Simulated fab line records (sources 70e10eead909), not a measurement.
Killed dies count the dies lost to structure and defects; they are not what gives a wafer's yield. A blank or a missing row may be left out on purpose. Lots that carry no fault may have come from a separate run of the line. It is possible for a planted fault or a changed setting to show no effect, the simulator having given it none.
The tool behind it: which one?	flow nand harc	Sampling: 11 lots, 33 wafers, 7 of 1302 route steps

## WHAT EACH GAUGE READ, for each wafer
NHARC_P_M0_THK_MEAS_24: measures by xrf.
lot	measured	on	thk nm (nm)
L557	day 6 03:02	film metro-01	117.2 115.7 115.5
L560	day 7 13:58	film metro-01	115.7 115.8 117.6
L562	day 8 05:50	film metro-02	119.3 118.2 119.5
L563	day 8 11:46	film metro-02	29.3 29.4 29.9
L564	day 9 01:29	film metro-01	28.4 30.0 29.7
L572	day 12 07:37	film metro-02	117.3 118.9 116.6
L573	day 12 17:17	film metro-01	119.0 116.8 117.6
L574	day 13 04:28	film metro-01	118.3 118.5 120.8
L576	day 14 05:59	film metro-01	116.5 118.5 119.5
L577	day 14 11:07	film metro-02	118.2 117.4 116.1
L579	day 15 10:57	film metro-01	117.8 116.7 120.0

NHARC_END_SORT_01.
lot	measured	on	defect limited yield (%)	killed at array	killed at other	killed at periphery	killed dies	killed open	killed short
L563	day 26 19:40	prober-01	0 0 0	49 46 59	0 1 0	628 630 618	677 677 677	4 5 3	0 3 6
L564	day 27 01:59	prober-02	0 0 0	57 43 57	0 2 1	620 632 619	677 677 677	5 4 4	1 4 0

## EACH LOT AND THE TOOL THAT RAN IT (in order: tool; ch and the chambers of the sampled wafers; start)
lot	NHARC_P_CONTACT_CVD_23	NHARC_P_M0_STRIP_18	NHARC_P_M0_PVD_20	NHARC_P_M0_ECD_22	NHARC_P_M0_CMP_23
L557	cvd w-02 ch 0, day 6 01:08 or earlier	rie diel-04 ch 0,1,3, day 6 01:08	pvd sputter-03, day 6 02:00 or earlier	ecd cu-02 ch 0,1, day 6 02:00	cmp-03 ch 1,2,3, day 6 02:43
L560	cvd w-02 ch 0,1, day 7 12:06 or earlier	rie diel-04 ch 0,1,2, day 7 12:06	pvd sputter-01, day 7 13:05 or earlier	ecd cu-02 ch 0,1, day 7 13:05	cmp-01 ch 0,1,2, day 7 13:43
L562	cvd w-01 ch 0,1, day 8 03:56 or earlier	rie diel-04 ch 0,2,3, day 8 03:56	pvd sputter-01, day 8 04:50 or earlier	ecd cu-02 ch 1, day 8 04:50	cmp-04 ch 0,1, day 8 05:31
L563	cvd w-02 ch 0, day 8 09:50 or earlier	rie diel-04 ch 0,1, day 8 09:50	pvd sputter-01, day 8 10:46 or earlier	ecd cu-01 ch 1, day 8 10:46	cmp-01 ch 0,2,3, day 8 11:31
L564	cvd w-02 ch 0,1, day 8 23:35 or earlier	rie diel-04 ch 0,2,3, day 8 23:35	pvd sputter-02, day 9 00:27 or earlier	ecd cu-02 ch 0,1, day 9 00:27	cmp-04 ch 0,1,2, day 9 01:11
L572	cvd w-01 ch 0,1, day 12 05:40 or earlier	rie diel-07 ch 1,2,3, day 12 05:40	pvd sputter-03, day 12 06:34 or earlier	ecd cu-01 ch 0,1, day 12 06:34	cmp-03 ch 0,1,2, day 12 07:22
L573	cvd w-01 ch 1, day 12 15:19 or earlier	rie diel-07 ch 0,3, day 12 15:19	pvd sputter-03, day 12 16:14 or earlier	ecd cu-01 ch 0,1, day 12 16:14	cmp-04 ch 0,1, day 12 16:59
L574	cvd w-02 ch 0,1, day 13 02:31 or earlier	rie diel-01 ch 1,2,3, day 13 02:31	pvd sputter-01, day 13 03:25 or earlier	ecd cu-01 ch 0,1, day 13 03:25	cmp-01 ch 0,2,3, day 13 04:08
L576	cvd w-02 ch 0,1, day 14 04:01 or earlier	rie diel-07 ch 0,1,3, day 14 04:01	pvd sputter-03, day 14 04:56 or earlier	ecd cu-02 ch 0,1, day 14 04:56	cmp-04 ch 0,2,3, day 14 05:43
L577	cvd w-01 ch 0,1, day 14 09:11 or earlier	rie diel-04 ch 0,1, day 14 09:11	pvd sputter-01, day 14 10:05 or earlier	ecd cu-01 ch 0,1, day 14 10:05	cmp-03 ch 0,1,2, day 14 10:52
L579	cvd w-02 ch 0,1, day 15 09:01 or earlier	rie diel-01 ch 0,2, day 15 09:01	pvd sputter-01, day 15 09:57 or earlier	ecd cu-02 ch 0,1, day 15 09:57	cmp-04 ch 2,3, day 15 10:38
- NHARC_P_CONTACT_CVD_23: deposits W, target thk 200 nm, time 557 s.
- NHARC_P_M0_STRIP_18: strips in N2/H2.
- NHARC_P_M0_PVD_20: deposits TaN, target thk 5 nm, time 8.06 s.
- NHARC_P_M0_ECD_22: material Cu, target thk 400 nm.
- NHARC_P_M0_CMP_23: polishes, t overpolish 20 s, target thk 117.54 nm.

## AS READ BY THE TOOLS THEMSELVES (means over the sampled wafers that have a number; for cases with no such wafer, the mark the record gives instead)
NHARC_P_CONTACT_CVD_23.
lot	tool	heater power outer w (W)	heater power w (W)	throttle valve pct (%)
L557	cvd w-02	266	482	7.8
L560	cvd w-02	264	479	8.1
L562	cvd w-01	253	455	8.5
L563	cvd w-02	265	484	7.8
L564	cvd w-02	265	473	7.9
L572	cvd w-01	263	486	8.3
L573	cvd w-01	243	432	8.2
L574	cvd w-02	247	453	7.9
L576	cvd w-02	250	455	8.1
L577	cvd w-01	263	484	8.5
L579	cvd w-02	250	452	8.0

NHARC_P_M0_STRIP_18.
lot	tool	drypump motor current A (A)	oes product au (a.u.)	rf vpp V (V)	showerhead plenum p Torr (Torr)	throttle valve pct (%)
L557	rie diel-04	5.8	0.992	90.4	2.02	14.172
L560	rie diel-04	5.5	0.986	91.1	2.08	14.170
L562	rie diel-04	5.7	0.990	90.5	2.00	14.169
L563	rie diel-04	5.5	0.990	90.6	2.05	14.175
L564	rie diel-04	5.7	0.991	90.4	2.00	14.171
L572	rie diel-07	5.3	1.001	91.1	2.03	14.169
L573	rie diel-07	5.5	1.002	89.7	2.01	14.168
L574	rie diel-01	5.8	1.003	89.5	1.99	14.166
L576	rie diel-07	5.5	1.006	89.9	1.99	14.172
L577	rie diel-04	5.7	0.991	90.0	2.07	14.167
L579	rie diel-01	5.6	0.990	91.0	2.03	14.175

NHARC_P_M0_PVD_20.
lot	tool	substrate temp c (C)	throttle valve pct (%)
L557	pvd sputter-03	50.02	29.8
L560	pvd sputter-01	49.96	29.1
L562	pvd sputter-01	49.98	28.9
L563	pvd sputter-01	49.96	29.4
L564	pvd sputter-02	50.03	29.8
L572	pvd sputter-03	50.20	30.1
L573	pvd sputter-03	50.01	29.9
L574	pvd sputter-01	50.05	29.4
L576	pvd sputter-03	50.11	30.1
L577	pvd sputter-01	50.01	29.3
L579	pvd sputter-01	49.92	29.6

NHARC_P_M0_ECD_22.
lot	tool	bath heat duty pct (%)	bath temp c (C)
L557	ecd cu-02	7.7	25.03
L560	ecd cu-02	7.1	24.99
L562	ecd cu-02	7.1	24.94
L563	ecd cu-01	-	-
L564	ecd cu-02	-	-
L572	ecd cu-01	6.8	25.07
L573	ecd cu-01	6.9	24.91
L574	ecd cu-01	6.6	25.10
L576	ecd cu-02	7.4	25.10
L577	ecd cu-01	7.0	24.92
L579	ecd cu-02	7.0	25.04

NHARC_P_M0_CMP_23.
lot	tool	motor current A (A)	slurry filter dp kPa (kPa)	slurry flow ml min	time to endpoint s (s)
L557	cmp-03	11.7	13.54	150.0	27.3
L560	cmp-01	12.1	13.54	150.5	25.3
L562	cmp-04	11.8	13.34	150.1	30.0
L563	cmp-01	11.2	13.44	150.2	2.0
L564	cmp-04	11.0	13.52	150.2	1.7
L572	cmp-03	11.8	13.50	149.2	28.3
L573	cmp-04	12.1	13.59	150.0	26.7
L574	cmp-01	11.7	13.44	149.6	27.9
L576	cmp-04	10.5	13.57	150.1	29.2
L577	cmp-03	11.6	13.47	149.9	26.7
L579	cmp-04	10.2	13.52	150.3	28.8

## THE ANSWER, worked out from the rows above alone
Rule: the usual values come from the lots themselves. Put in order of their means at a reading, lots are off if they are a third of the lots or fewer, leave a main group of 4 or more, and stand apart from it by a gap of 3 or more times the standard deviation of the main group's means; of several such gaps the widest counts. The tables above print the reading to a certain number of digits; a main group whose means all agree to those digits is not used. A lot without any number at a reading at which 4 lots or more have one is off too. Any other lot the step has rows for is counted as sound. First the gauges in route order, then the tools' own readings, where a lot's mean is used as printed above. At the first step where some lot is off, the reading lying furthest off is the one used; lots without a number count as furthest.
Off: L563, L564, at NHARC_P_M0_THK_MEAS_24 (thk nm). The main group: mean 117.7 nm, standard deviation 0.99.
A tool fits if, at a process step before that reading, it ran every lot that is off, and no sound lot after the first of them. The gauges at NHARC_P_M0_THK_MEAS_24 aren't tried: what is off there is off at NHARC_P_M0_ECD_22 too, on other tools, and a gauge's error can't cause that. Because NHARC_P_CONTACT_CVD_23 lacks a start for some lots, the hours and order of its lots are taken from NHARC_P_M0_STRIP_18. Because NHARC_P_M0_PVD_20 lacks a start for some lots, the hours and order of its lots are taken from NHARC_P_M0_ECD_22. None of those tried fits.

## WHAT THE SIMULATOR HAD INSERTED
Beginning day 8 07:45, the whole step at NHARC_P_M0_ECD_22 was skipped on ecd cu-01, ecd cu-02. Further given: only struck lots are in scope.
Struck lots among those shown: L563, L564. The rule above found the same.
